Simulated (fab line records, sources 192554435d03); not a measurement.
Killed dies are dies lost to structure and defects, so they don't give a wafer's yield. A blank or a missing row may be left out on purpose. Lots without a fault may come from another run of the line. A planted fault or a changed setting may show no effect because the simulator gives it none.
fab line records | flow n5_finfet | part 1 of 2: steps 1 to 22 of 31
record lots=5 wafers=15 last_day=17
route steps=1938 shown BEOL_M8@1354
lots that met no fault: from a run of the same line without faults
start_h: hours from the record's first day to the start of the lot's first wafer shown | wait_h: hours since the lot's step before | " the same as in the row above | L1.1+2: a row that stands for several wafers | - no value, or no start given | * or withheld: withheld | < > ~ a bound
route shown NAME@n: a module of which the file shows steps, and the number in the route of the first | usual: mean/standard deviation of fault-free wafers | same: alike in all rows | chamber/n: place in a boat | sites: the reading at each site | _std_site: their standard deviation | _edge_site: outer sites' mean less inner sites' | radius_mm: how far each site lies from the wafer's centre | mask NAME#n: copy n | behind: the tool/chamber that last shaped the wafer | hold: why the lot was held/for how many hours/how that ended | device: the transistor (n, p or np) that didn't switch | end of line: the same wafers' tests at the end of the route | a step without rows: its recipe alone | killed: dies lost to structure and defects at the first sort, not the wafer's yield | map: a wafer's dies, x killed, . not, _ none there
set.NAME: the setting as run; set.NAME@STEP: as run at that earlier step | model.NAME: the simulator's own value behind a step, which no gauge read
lots at some steps of the route; a table a step, a row a wafer
services: from which hour (start_h, from the record's first day; less than 0 if before it) a tool's chamber was out of use, for how many hours, and why
## steps
# step N5_BEOL_M8_STRIP_19
# recipe chemistry=O2 power_w=400 temp_c=40 pressure_mtorr=30 rf_frequency_hz=6e+07 bias_power_w=0 overash_fraction=0.2 o2_flow_sccm=225
# usual drypump_motor_current_A=5.9/0.46 oes_product_au=0.79/0.068 rf_vpp_V=3.6/0.61 showerhead_plenum_p_Torr=2.14/0.072 throttle_valve_pct=16.6/0.36
# columns lot.wafer tool chamber start_h wait_h drypump_motor_current_A oes_product_au rf_hours_counter_h rf_vpp_V showerhead_plenum_p_Torr throttle_valve_pct
L075.2 rie_diel-06 3 221.82 0.2 5.0 0.73 188 3.6 2.15 16.5
L075.3 " 1 " " 6.5 0.83 61 4.7 2.20 16.5
L075.5 " 0 " " 6.3 0.71 - 2.3 2.17 17.0
L085.2 rie_diel-04 0 269.97 0.1 5.0 0.81 80 3.5 2.07 17.1
L085.5 " 1 " " 5.8 0.97 - 3.6 2.13 16.1
L085.6 " 2 " " 6.3 0.78 - 3.2 2.22 16.8
L088.3 rie_diel-05 1 279.10 0.1 5.8 0.72 186 3.8 2.20 17.3
L088.4 " 3 " " 5.9 0.70 244 2.7 2.15 16.5
L088.6 " 3 " " 5.9 0.69 - 3.0 2.15 16.5
L086.2 rie_diel-06 2 282.94 0.1 5.9 0.90 38 3.8 2.03 16.3
L086.4 " 1 " " 6.5 0.81 - 4.3 2.19 16.5
L086.6 " 3 " " 5.0 0.74 - 3.1 2.15 16.6
L094.3 rie_diel-04 2 330.09 0.3 6.3 0.75 144 2.7 2.21 16.9
L094.4 " 3 " " 6.3 0.77 131 4.4 2.12 16.6
L094.6 " 0 " " 5.0 0.81 - 4.2 2.06 17.1
# step N5_BEOL_M8_CD_MEAS_18
# recipe pitch_nm=80 target_cd_nm=40
# usual cd_nm=39.6/0.89
# columns lot.wafer tool chamber start_h wait_h cd_nm
L075.2 cd_sem-03 - 221.90 0.1 39.7
L075.3 " - " " 39.5
L075.5 " - " " 39.6
L085.2 cd_sem-01 - 270.04 0.1 39.2
L085.5 " - " " 40.2
L085.6 " - " " 38.7
L088.3 cd_sem-01 - 279.18 0.1 39.1
L088.4 " - " " 38.8
L088.6 " - " " 38.4
L086.2 cd_sem-02 - 283.01 0.1 39.9
L086.4 " - " " 39.1
L086.6 " - " " 40.2
L094.3 cd_sem-01 - 330.17 0.1 40.2
L094.4 " - " " 40.8
L094.6 " - " " 40.5
# step N5_BEOL_M8_COAT_63
# recipe resist=SOC temp_c=250 time_s=60 spin_rpm=1500 resist_thk_nm=60
# columns lot.wafer tool chamber start_h wait_h
L075.2+3+5 litho_track-01 0 223.70 1.8
L085.2+5+6 litho_track-04 0 271.41 1.4
L088.3+4+6 litho_track-01 0 280.51 1.3
L086.2+4+6 litho_track-01 0 283.95 0.9
L094.3+4+6 litho_track-01 0 331.87 1.7
# step N5_BEOL_M8_COAT_64
# recipe resist=SiARC temp_c=220 time_s=60 spin_rpm=1500 resist_thk_nm=12
# columns lot.wafer tool chamber start_h wait_h
L075.2+3+5 litho_track-01 0 - -
L085.2+5+6 litho_track-04 0 - -
L088.3+4+6 litho_track-01 0 - -
L086.2+4+6 litho_track-01 0 - -
L094.3+4+6 litho_track-01 0 - -
# step N5_BEOL_M8_COAT_71
# recipe resist=underlayer temp_c=205 time_s=60 spin_rpm=1500 resist_thk_nm=5
# columns lot.wafer tool chamber start_h wait_h
L075.2+3+5 litho_track-01 0 - -
L085.2+5+6 litho_track-04 0 - -
L088.3+4+6 litho_track-01 0 - -
L086.2+4+6 litho_track-01 0 - -
L094.3+4+6 litho_track-01 0 - -
# step N5_BEOL_M8_COAT_22
# recipe resist=CAR-EUV spin_rpm=1500 resist_thk_nm=30
# columns lot.wafer tool chamber start_h wait_h
L075.2+3+5 litho_track-01 0 - -
L085.2+5+6 litho_track-04 0 - -
L088.3+4+6 litho_track-01 0 - -
L086.2+4+6 litho_track-01 0 - -
L094.3+4+6 litho_track-01 0 - -
# step N5_BEOL_M8_EBR_24
# recipe solvent=PGMEA ebr_width_mm=1.5
# columns lot.wafer tool chamber start_h wait_h
L075.2+3+5 litho_track-01 0 - -
L085.2+5+6 litho_track-04 0 - -
L088.3+4+6 litho_track-01 0 - -
L086.2+4+6 litho_track-01 0 - -
L094.3+4+6 litho_track-01 0 - -
# step N5_BEOL_M8_SOFTBAKE_23
# recipe temp_c=110 time_s=60 resist=CAR-EUV
# columns lot.wafer tool chamber start_h wait_h
L075.2+3+5 litho_track-01 0 - -
L085.2+5+6 litho_track-04 0 - -
L088.3+4+6 litho_track-01 0 - -
L086.2+4+6 litho_track-01 0 - -
L094.3+4+6 litho_track-01 0 - -
# step N5_BEOL_M8_EXPOSE_25
# recipe mask_id=V7 na=0.33 source_shape=annular sigma_inner=0.4 sigma_outer=0.8 polarization=unpolarized target_cd_nm=40 dose_mj=42.5
# usual exposure_dose_mJ_cm2=42.38/0.054
# columns lot.wafer tool chamber start_h wait_h mask exposure_dose_mJ_cm2
L075.2 euv_scanner-01 0 223.97 - V7#0 42.46
L075.3 " 0 " " V7#0 42.41
L075.5 " 0 " " V7#0 42.41
L085.2 euv_scanner-02 0 271.68 - V7#0 42.43
L085.5 " 0 " " V7#0 42.40
L085.6 " 0 " " V7#0 42.37
L088.3 euv_scanner-01 0 280.71 - V7#0 42.38
L088.4 " 0 " " V7#0 42.38
L088.6 " 0 " " V7#0 42.37
L086.2 euv_scanner-01 0 284.10 - V7#0 42.25
L086.4 " 0 " " V7#0 42.29
L086.6 " 0 " " V7#0 42.36
L094.3 euv_scanner-01 0 332.02 - V7#0 42.35
L094.4 " 0 " " V7#0 42.44
L094.6 " 0 " " V7#0 42.29
# step N5_BEOL_M8_PEB_26
# recipe peb_temp_c=100 peb_time_s=60 resist=CAR-EUV
# columns lot.wafer tool chamber start_h wait_h
L075.2+3+5 litho_track-04 0 224.03 0.1
L085.2+5+6 litho_track-05 0 271.74 0.1
L088.3+4+6 litho_track-01 0 280.76 0.0
L086.2+4+6 litho_track-04 0 284.16 0.1
L094.3+4+6 litho_track-01 0 332.08 0.0
# step N5_BEOL_M8_DEVELOP_27
# recipe develop_time_s=30 developer=TMAH resist=CAR-EUV rinse_liquid=surfactant_rinse dry=air_spin dev_temp_c=23
# columns lot.wafer tool chamber start_h wait_h
L075.2+3+5 litho_track-04 0 - -
L085.2+5+6 litho_track-05 0 - -
L088.3+4+6 litho_track-01 0 - -
L086.2+4+6 litho_track-04 0 - -
L094.3+4+6 litho_track-01 0 - -
# step N5_BEOL_M8_CD_MEAS_28
# recipe target_cd_nm=40 landing_energy_ev=500 detector=se_inlens
# usual cd_nm=40.06/0.25
# columns lot.wafer tool chamber start_h wait_h cd_nm
L075.2 cd_sem-02 0 224.09 - 39.92
L075.3 " 0 " " 39.91
L075.5 " 0 " " 39.59
L085.2 cd_sem-03 0 271.81 - 40.00
L085.5 " 0 " " 40.17
L085.6 " 0 " " 39.81
L088.3 cd_sem-01 0 280.83 - 40.69
L088.4 " 0 " " 40.58
L088.6 " 0 " " 40.33
L086.2 cd_sem-03 0 284.23 - 39.67
L086.4 " 0 " " 39.87
L086.6 " 0 " " 39.95
L094.3 cd_sem-01 0 332.15 - 40.37
L094.4 " 0 " " 40.35
L094.6 " 0 " " 40.03
# step N5_BEOL_M8_OVL_MEAS_29
# recipe points_per_wafer=522
# usual V7_OVL=-0.2/0.73
# columns lot.wafer tool chamber start_h wait_h V7_OVL[nm]
L075.2 overlay-01 0 224.13 0.0 0.3
L075.3 " 0 " " -0.2
L075.5 " 0 " " 0.3
L085.2 overlay-02 0 271.84 0.0 -0.1
L085.5 " 0 " " -0.6
L085.6 " 0 " " -0.5
L088.3 overlay-02 0 280.87 0.0 -0.4
L088.4 " 0 " " 0.0
L088.6 " 0 " " 0.3
L086.2 overlay-02 0 284.26 0.0 -0.3
L086.4 " 0 " " 0.7
L086.6 " 0 " " 0.3
L094.3 overlay-02 0 332.18 0.0 0.1
L094.4 " 0 " " -0.7
L094.6 " 0 " " -0.5
# step N5_BEOL_M8_INSPECT_30
# recipe mode=adi inspect_instrument=brightfield
# usual raw_defect_count=413/95
# columns lot.wafer tool chamber start_h wait_h raw_defect_count
L075.2 defect_inspect-02 - 224.18 0.0 391
L075.3 " - " " 333
L075.5 " - " " 323
L085.2 defect_inspect-02 - 271.89 0.0 354
L085.5 " - " " 375
L085.6 " - " " 405
L088.3 defect_inspect-02 - 280.92 0.0 332
L088.4 " - " " 305
L088.6 " - " " 700
L086.2 defect_inspect-02 - 284.31 0.0 440
L086.4 " - " " 411
L086.6 " - " " 443
L094.3 defect_inspect-02 - 332.23 0.0 381
L094.4 " - " " 261
L094.6 " - " " 277
# step N5_BEOL_M8_DESCUM_33
# recipe chemistry=O2 time_s=7 source_power_w=50 bias_power_w=20 pressure_mtorr=20 rf_frequency_hz=2.712e+07 temp_c=40 resist=CAR-EUV o2_flow_sccm=225
# usual drypump_motor_current_A=5.9/0.5 oes_product_au=0.79/0.077 rf_vpp_V=243.9/1.4 showerhead_plenum_p_Torr=2.14/0.065 throttle_valve_pct=20.4/0.38
# columns lot.wafer tool chamber start_h wait_h drypump_motor_current_A oes_product_au rf_hours_counter_h rf_vpp_V showerhead_plenum_p_Torr throttle_valve_pct
L075.2 rie_diel-04 2 224.27 0.1 6.3 0.80 105 245.0 2.22 20.5
L075.3 " 1 " " 5.8 0.68 247 245.0 2.13 20.1
L075.5 " 0 " " 4.9 0.85 - 242.1 2.07 21.0
L085.2 rie_diel-05 2 272.74 0.8 5.5 0.78 109 243.1 2.01 20.1
L085.5 " 3 " " 5.8 0.70 - 243.7 2.15 20.1
L085.6 " 0 " " 6.2 0.83 - 245.6 2.22 20.2
L088.3 rie_diel-05 1 280.98 0.1 5.8 0.72 187 245.3 2.19 21.1
L088.4 " 0 " " 6.2 0.83 71 244.8 2.21 20.1
L088.6 " 1 " " 5.8 0.71 - 244.6 2.19 21.1
L086.2 rie_diel-05 0 284.35 0.0 6.2 0.82 72 244.9 2.21 20.1
L086.4 " 3 " " 5.9 0.68 246 246.4 2.15 20.1
L086.6 " 0 " " 6.2 0.82 - 244.9 2.21 20.2
L094.3 rie_diel-06 0 332.27 0.0 6.3 0.68 248 244.0 2.16 20.8
L094.4 " 3 " " 5.0 0.72 229 244.4 2.14 20.3
L094.6 " 1 " " 6.5 0.79 - 245.0 2.18 20.3
# step N5_BEOL_M8_ETCH_72
# recipe chemistry=N2/H2 target=underlayer target_depth_a=65 mask_material=CAR-EUV time_s=5.2 ion_energy_ev=200 pressure_mtorr=30 source_w=840 bias_w=150 n2_flow_sccm=200 h2_flow_sccm=200 ends=cleared
# usual drypump_motor_current_A=5.9/0.49 etch_rf_on_time_s=5.17/0.11 oes_product_au=0.67/0.063 rf_vpp_V=525.5/2.4 showerhead_plenum_p_Torr=2.59/0.083 throttle_valve_pct=17.8/0.37
# columns lot.wafer tool chamber start_h wait_h drypump_motor_current_A etch_rf_on_time_s oes_product_au rf_hours_counter_h rf_vpp_V showerhead_plenum_p_Torr throttle_valve_pct
L075.2 rie_diel-04 2 224.30 0.0 6.3 5.10 0.68 105 525.2 2.70 18.0
L075.3 " 1 " " 5.8 5.42 0.56 247 528.6 2.62 17.9
L075.5 " 0 " " 4.9 5.13 0.74 - 521.5 2.44 17.7
L085.2 rie_diel-05 2 272.77 0.0 5.4 5.08 0.68 109 522.5 2.46 17.6
L085.5 " 3 " " 5.9 5.21 0.59 - 524.3 2.59 17.4
L085.6 " 0 " " 6.2 5.30 0.70 - 527.3 2.65 17.4
L088.3 rie_diel-05 1 281.01 0.0 5.8 5.13 0.63 187 526.4 2.64 18.4
L088.4 " 0 " " 6.2 5.32 0.70 71 526.9 2.65 17.4
L088.6 " 1 " " 5.8 5.12 0.61 - 524.2 2.64 18.3
L086.2 rie_diel-05 0 284.38 0.0 6.2 5.28 0.68 72 528.2 2.65 17.4
L086.4 " 3 " " 5.8 5.24 0.60 246 525.0 2.58 17.4
L086.6 " 0 " " 6.2 5.31 0.69 - 527.7 2.65 17.4
L094.3 rie_diel-06 0 332.30 0.0 6.3 5.23 0.60 248 527.0 2.62 18.3
L094.4 " 3 " " 5.0 5.23 0.60 229 525.3 2.63 18.1
L094.6 " 1 " " 6.5 4.94 0.69 - 526.3 2.66 17.7
# step N5_BEOL_M8_ETCH_65
# recipe chemistry=CF4 target=SiARC target_depth_a=156 mask_material=CAR-EUV time_s=26 ion_energy_ev=80 pressure_mtorr=40 source_w=545 bias_w=36 Ar_flow_sccm=100 cf4_flow_sccm=100 ends=cleared
# usual drypump_motor_current_A=5.9/0.5 etch_rf_on_time_s=25.9/0.65 oes_product_au=0.67/0.064 rf_vpp_V=184.7/1.2 showerhead_plenum_p_Torr=2.18/0.055 throttle_valve_pct=15.56/0.26
# columns lot.wafer tool chamber start_h wait_h drypump_motor_current_A etch_rf_on_time_s oes_product_au rf_hours_counter_h rf_vpp_V showerhead_plenum_p_Torr throttle_valve_pct
L075.2 rie_diel-04 2 224.32 0.0 6.3 25.5 0.68 105 185.9 2.24 15.65
L075.3 " 1 " " 5.8 27.3 0.56 247 185.3 2.20 15.62
L075.5 " 0 " " 5.0 25.6 0.74 - 182.8 2.08 15.71
L085.2 rie_diel-05 2 272.79 0.0 5.4 25.6 0.68 109 182.6 2.09 15.48
L085.5 " 3 " " 5.8 26.0 0.59 - 186.1 2.19 15.41
L085.6 " 0 " " 6.2 26.1 0.71 - 184.9 2.25 15.31
L088.3 rie_diel-05 1 281.03 0.0 5.8 25.9 0.62 187 184.7 2.21 16.06
L088.4 " 0 " " 6.2 26.4 0.71 71 186.0 2.25 15.30
L088.6 " 1 " " 5.8 26.3 0.61 - 184.8 2.21 16.05
L086.2 rie_diel-05 0 284.40 0.0 6.2 26.2 0.70 72 186.2 2.25 15.31
L086.4 " 3 " " 5.9 26.1 0.60 246 184.3 2.19 15.43
L086.6 " 0 " " 6.2 26.2 0.70 - 184.9 2.25 15.33
L094.3 rie_diel-06 0 332.32 0.0 6.4 26.8 0.59 248 185.9 2.19 15.90
L094.4 " 3 " " 5.0 26.1 0.60 229 183.2 2.18 15.57
L094.6 " 1 " " 6.5 24.6 0.68 - 185.6 2.24 15.55
# step N5_BEOL_M8_ETCH_66
# recipe chemistry=N2/H2 target=SOC target_depth_a=800 overetch_a=160 mask_material=SiARC temp_c=40 time_s=120 ion_energy_ev=200 pressure_mtorr=30 source_w=840 bias_w=150 n2_flow_sccm=200 h2_flow_sccm=200
# usual drypump_motor_current_A=5.9/0.49 oes_product_au=0.60/0.055 rf_vpp_V=525.3/2.3 showerhead_plenum_p_Torr=2.59/0.083 throttle_valve_pct=17.7/0.37
# columns lot.wafer tool chamber start_h wait_h drypump_motor_current_A oes_product_au rf_hours_counter_h rf_vpp_V showerhead_plenum_p_Torr throttle_valve_pct
L075.2 rie_diel-04 2 224.35 0.0 6.3 0.60 105 527.4 2.70 18.0
L075.3 " 1 " " 5.8 0.52 247 525.5 2.62 17.8
L075.5 " 0 " " 5.0 0.65 - 521.7 2.44 17.6
L085.2 rie_diel-05 2 272.82 0.0 5.4 0.61 109 520.2 2.46 17.6
L085.5 " 3 " " 5.8 0.54 - 526.0 2.59 17.3
L085.6 " 0 " " 6.2 0.64 - 528.1 2.65 17.3
L088.3 rie_diel-05 1 281.06 0.0 5.8 0.55 187 526.6 2.64 18.3
L088.4 " 0 " " 6.2 0.63 71 528.6 2.65 17.3
L088.6 " 1 " " 5.8 0.55 - 526.4 2.64 18.3
L086.2 rie_diel-05 0 284.43 0.0 6.2 0.63 72 526.8 2.65 17.3
L086.4 " 3 " " 5.9 0.54 246 526.4 2.58 17.3
L086.6 " 0 " " 6.2 0.63 - 526.7 2.65 17.3
L094.3 rie_diel-06 0 332.34 0.0 6.3 0.54 248 526.2 2.62 18.3
L094.4 " 3 " " 5.0 0.54 229 524.6 2.63 18.0
L094.6 " 1 " " 6.5 0.60 - 527.3 2.66 17.7
# step N5_BEOL_M8_STRIP_69
# recipe chemistry=N2/H2 temp_c=40 n2_flow_sccm=200 h2_flow_sccm=200 rf_frequency_hz=6e+07
# columns lot.wafer tool chamber start_h wait_h
L075.2+3+5 rie_diel-04 2,1,0 224.43 0.0
L085.2+5+6 rie_diel-05 2,3,0 272.90 0.0
L088.3+4+6 rie_diel-05 1,0,1 281.14 0.0
L086.2+4+6 rie_diel-05 0,3,0 284.51 0.0
L094.3+4+6 rie_diel-06 0,3,1 332.43 0.0
# step N5_BEOL_M8_STRIP_73
# recipe chemistry=N2/H2 temp_c=40 n2_flow_sccm=200 h2_flow_sccm=200 rf_frequency_hz=6e+07
# columns lot.wafer tool chamber start_h wait_h
L075.2+3+5 rie_diel-04 2,1,0 224.44 0.0
L085.2+5+6 rie_diel-05 2,3,0 272.91 0.0
L088.3+4+6 rie_diel-05 1,0,1 281.15 0.0
L086.2+4+6 rie_diel-05 0,3,0 284.52 0.0
L094.3+4+6 rie_diel-06 0,3,1 332.44 0.0
# step N5_BEOL_M8_VIA_ETCH_34
# recipe chemistry=C4F6/O2 target=SiCOH_lowk target_depth_a=1255 mask_material=SOC taper_deg=4 time_s=50.5 ion_energy_ev=250 pressure_mtorr=30 source_w=345 bias_w=185 Ar_flow_sccm=300 C4F6_flow_sccm=10 O2_flow_sccm=10
# usual drypump_motor_current_A=5.9/0.5 oes_product_au=0.79/0.072 rf_vpp_V=669/13 showerhead_plenum_p_Torr=2.90/0.08 throttle_valve_pct=20.8/0.34
# columns lot.wafer tool chamber start_h wait_h drypump_motor_current_A oes_product_au rf_hours_counter_h rf_vpp_V showerhead_plenum_p_Torr throttle_valve_pct
L075.2 rie_diel-04 2 224.45 0.0 6.3 0.79 105 664 2.99 21.0
L075.3 " 1 " " 5.8 0.66 247 661 2.92 20.8
L075.5 " 0 " " 5.0 0.84 - 662 2.78 21.2
L085.2 rie_diel-05 2 272.92 0.0 5.4 0.79 109 676 2.75 20.6
L085.5 " 3 " " 5.8 0.69 - 665 2.90 20.5
L085.6 " 0 " " 6.2 0.83 - 660 2.98 20.5
L088.3 rie_diel-05 1 281.16 0.0 5.8 0.72 187 670 2.96 21.5
L088.4 " 0 " " 6.2 0.82 71 659 2.98 20.5
L088.6 " 1 " " 5.8 0.73 - 669 2.96 21.5
L086.2 rie_diel-05 0 284.53 0.0 6.2 0.81 72 658 2.98 20.5
L086.4 " 3 " " 5.9 0.68 246 664 2.90 20.5
L086.6 " 0 " " 6.2 0.81 - 660 2.98 20.5
L094.3 rie_diel-06 0 332.45 0.0 6.3 0.68 249 705 2.93 21.3
L094.4 " 3 " " 5.0 0.71 229 671 2.91 20.8
L094.6 " 1 " " 6.5 0.81 - 655 2.99 20.9
# step N5_BEOL_M8_STRIP_76
# recipe chemistry=C4F6/O2 resist=SiARC rf_frequency_hz=6e+07
# columns lot.wafer tool chamber start_h wait_h
L075.2+3+5 rie_diel-04 2,1,0 224.49 0.0
L085.2+5+6 rie_diel-05 2,3,0 272.96 0.0
L088.3+4+6 rie_diel-05 1,0,1 281.20 0.0
L086.2+4+6 rie_diel-05 0,3,0 284.57 0.0
L094.3+4+6 rie_diel-06 0,3,1 332.49 0.0
